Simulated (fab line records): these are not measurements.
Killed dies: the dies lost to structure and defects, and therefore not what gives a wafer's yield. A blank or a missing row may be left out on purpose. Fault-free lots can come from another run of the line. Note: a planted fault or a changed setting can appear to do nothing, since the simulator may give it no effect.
Struck lot and sound lot, side by side || flow nand harc || 21 out of 1302 route steps
Sound: these wafers, L520.1, L520.3, L520.5. The struck wafers were L534.1, L534.2, L534.3. Last of all comes the cause.
Each step with rows lists, per side, the tool, then ch with its chambers, then its first start. Under that, the readings that differ: sound wafers || struck wafers || difference of the means || sigmas: that difference in standard deviations of wafers without a fault.
alike: a reading whose means differ by less than 2 such deviations, as well as words and numbers matching on both sides. not compared: withheld readings; readings where some wafer has no value; bounds like >300 that might hide an equal value; numbers whose values overlap and for which the record gives no deviation.
The two part at a step that has a row with sigmas, a row that says differs or no value, or rows on one side only. Numbers that have no deviation but don't overlap get no sigmas and don't part them. A reading that every wafer of one side lacks parts them only if that side has two wafers or more.

NHARC_P_CONTACT_CVD_23: deposits W, target thk 200 nm, time 557 s.
  sound: cvd w-02 ch 1; struck: cvd w-01 ch 0,1
  alike: heater power w, throttle valve pct
NHARC_P_CONTACT_CMP_24: polishes, t overpolish 30 s, target thk 200 nm.
  sound on cmp-04 ch 0,1,3, day 6 05:13; struck on cmp-03 ch 0,2,3, day 12 01:35
  alike: motor current A, overpolish run s, time to endpoint s
next, for these wafers, 1 step has no rows: NHARC_P_CONTACT_SRD_26.
NHARC_P_CONTACT_INSPECT_27:
  sound on defect inspect-01 at day 6 05:34; struck on defect inspect-02 at day 12 01:59
  alike: raw defect count
then, 7 steps without rows for these wafers: NHARC_P_M0_DEP_00 (deposits SiOC, target thk 150 nm); NHARC_P_M0_DEHYDRATE_01 (time 120 s); NHARC_P_M0_HMDS_02 (time 30 s); NHARC_P_M0_COAT_33 (time 65 s); NHARC_P_M0_COAT_03 (resist thk 90 nm); NHARC_P_M0_SOFTBAKE_04 (time 55 s); NHARC_P_M0_EBR_05.
NHARC_P_M0_EXPOSE_06: exposes mask P M0, target cd 90 nm.
  sound on arfi scanner-03 ch 0, day 6 06:19; struck on arfi scanner-02 ch 0, day 12 02:37
{"reading": "exposure dose mJ cm2", "sound": "81.34 81.31 81.38", "struck": "43.20 43.10 43.19", "difference": -38.18, "sigmas": "-99 or more"}
{"reading": "reticle temp C (C)", "sound": "22.82 22.92 23.01", "struck": "23.10 23.11 23.12", "difference": "+0.19", "sigmas": "+2"}
  alike: mask, focus offset nm
then, 2 steps without rows for these wafers: NHARC_P_M0_PEB_07 (peb time 65 s); NHARC_P_M0_DEVELOP_08 (develop time 35 s).
NHARC_P_M0_CD_MEAS_09: target cd 90 nm.
  sound on cd sem-02 ch 0, day 6 06:28; struck on cd sem-03 ch 0, day 12 02:45
{"reading": "cd nm (nm)", "sound": "89.9 89.4 89.9", "struck": "50.6 50.9 50.2", "difference": -39.2, "sigmas": -83}
NHARC_P_M0_OVL_MEAS_10: pitch 180 nm.
  sound on overlay-02 at day 6 06:33; struck on overlay-02 at day 12 02:50
  alike: overlay x nm, overlay y nm
NHARC_P_M0_INSPECT_11:
  sound on defect inspect-01 at day 6 06:35; struck on defect inspect-01 at day 12 02:53
  alike: raw defect count
NHARC_P_M0_DESCUM_14: chemistry O2, time 3 s.
  sound on rie diel-04 ch 0,2,3, day 6 06:39; struck on rie diel-12 ch 0,1,3, day 12 02:57
{"reading": "model.P_M0.cd nm (nm)", "sound": "89.9 89.91 90.14", "struck": "51.14 51.79 51.09", "difference": -38.64, "sigmas": ""}
  alike: drypump motor current A, oes product au, rf vpp V, showerhead plenum p Torr, throttle valve pct
  not compared: rf hours counter h
NHARC_P_M0_ETCH_34: etches the open film in N2/H2, target depth 40 nm, overetch 12 nm, time 43.94 s.
  sound on rie diel-04 ch 1,2,3, day 6 07:29; struck on rie diel-12 ch 0,1,2, day 12 03:01
  alike: drypump motor current A, oes product au, rf vpp V, showerhead plenum p Torr, throttle valve pct
  not compared: rf hours counter h
NHARC_P_M0_ETCH_15: etches the open film in C4F8/Ar, target depth 150 nm, overetch 15 nm, time 82.5 s.
  sound: rie diel-04 ch 0,2; struck: rie diel-12 ch 1,2,3
{"reading": "rf vpp V (V)", "sound": "437.9 437.0 437.9", "struck": "443.2 444.0 439.8", "difference": "+4.7", "sigmas": "+2"}
{"reading": "model.P_M0.cd nm (nm)", "sound": "90.12 90 90.16", "struck": "51.09 52.18 51.05", "difference": -38.65, "sigmas": ""}
  alike: oes product au
  not compared: rf hours counter h
NHARC_P_M0_CD_MEAS_16:
  sound on cd sem-02 at day 6 07:41; struck on cd sem-02 at day 12 03:14
{"reading": "cd nm (nm)", "sound": "90.4 90.4 89.7", "struck": "51.1 51.9 51.2", "difference": -38.8, "sigmas": -66}

## WHERE THEY PART
First at NHARC_P_M0_EXPOSE_06; last, within this record, at NHARC_P_M0_CD_MEAS_16.

WHY: what the simulator had put in
Process parameters drifting: arfi scanner-02 at NHARC_P_M0_EXPOSE_06, beginning at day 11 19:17. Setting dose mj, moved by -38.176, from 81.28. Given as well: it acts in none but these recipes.
